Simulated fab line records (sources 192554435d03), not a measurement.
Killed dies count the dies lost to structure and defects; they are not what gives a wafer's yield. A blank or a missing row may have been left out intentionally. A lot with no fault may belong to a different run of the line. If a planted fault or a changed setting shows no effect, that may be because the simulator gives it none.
What tool caused it? + flow n5 finfet + 12 lots (34 wafers sampled), 1 step of a 1938-step route

WHAT EACH GAUGE READ, for each wafer
N5_BEOL_M13_OCD_MEAS_35. Usual: 412 nm for trench depth nm, sd 7.2.
| lot  | measured     | on     | trench depth nm (nm) | flag |
|------|--------------|--------|----------------------|------|
| L170 | day 11 13:49 | ocd-01 | 402 402 406          |      |
| L172 | day 12 01:44 | ocd-01 | 417 407 419          |      |
| L173 | day 12 03:07 | ocd-02 | 405 421 410          |      |
| L174 | day 12 09:52 | ocd-01 | 398 419 400          |      |
| L175 | day 12 11:12 | ocd-01 | 402 416 401          |      |
| L180 | day 13 18:01 | ocd-02 | 419 408              |      |
| L178 | day 13 23:24 | ocd-01 | 419 404              |      |
| L181 | day 15 08:18 | ocd-01 | 410 410 410          |      |
| L191 | day 16 18:35 | ocd-01 | 407 412 399          |      |
| L189 | day 16 22:41 | ocd-02 | 417 419 421          |      |
| L192 | day 17 08:42 | ocd-01 | 416 419 416          |      |
| L193 | day 18 01:52 | ocd-02 | 412 414 419          |      |

WHICH TOOL RAN EACH LOT (tool, then ch and the chambers of the sampled wafers, then the start)
There is no process step in the record ahead of these readings.

WHAT THE TOOLS THEMSELVES READ (means of the sampled wafers that have a number; where no wafer has one, the mark that the record gives instead)
The record holds no such reading with a usual standard deviation.

THE ANSWER, worked out from the rows above alone
Rule: a lot counts as off when the mean over its wafers that have a number is more than 3 standard deviations away from the usual mean. Also off: a lot with no number at a reading for which 4 or more lots have one. Any other lot the step has rows for is counted as sound. After the gauges, taken in route order, come the tools' own readings; for these a lot's mean is taken, as printed above. At the first step where some lot is off, the reading lying furthest off is the one used; lots without a number count as furthest.
None of the lots is off at any reading shown; this tells nothing.

WHAT THE SIMULATOR HAD INSERTED
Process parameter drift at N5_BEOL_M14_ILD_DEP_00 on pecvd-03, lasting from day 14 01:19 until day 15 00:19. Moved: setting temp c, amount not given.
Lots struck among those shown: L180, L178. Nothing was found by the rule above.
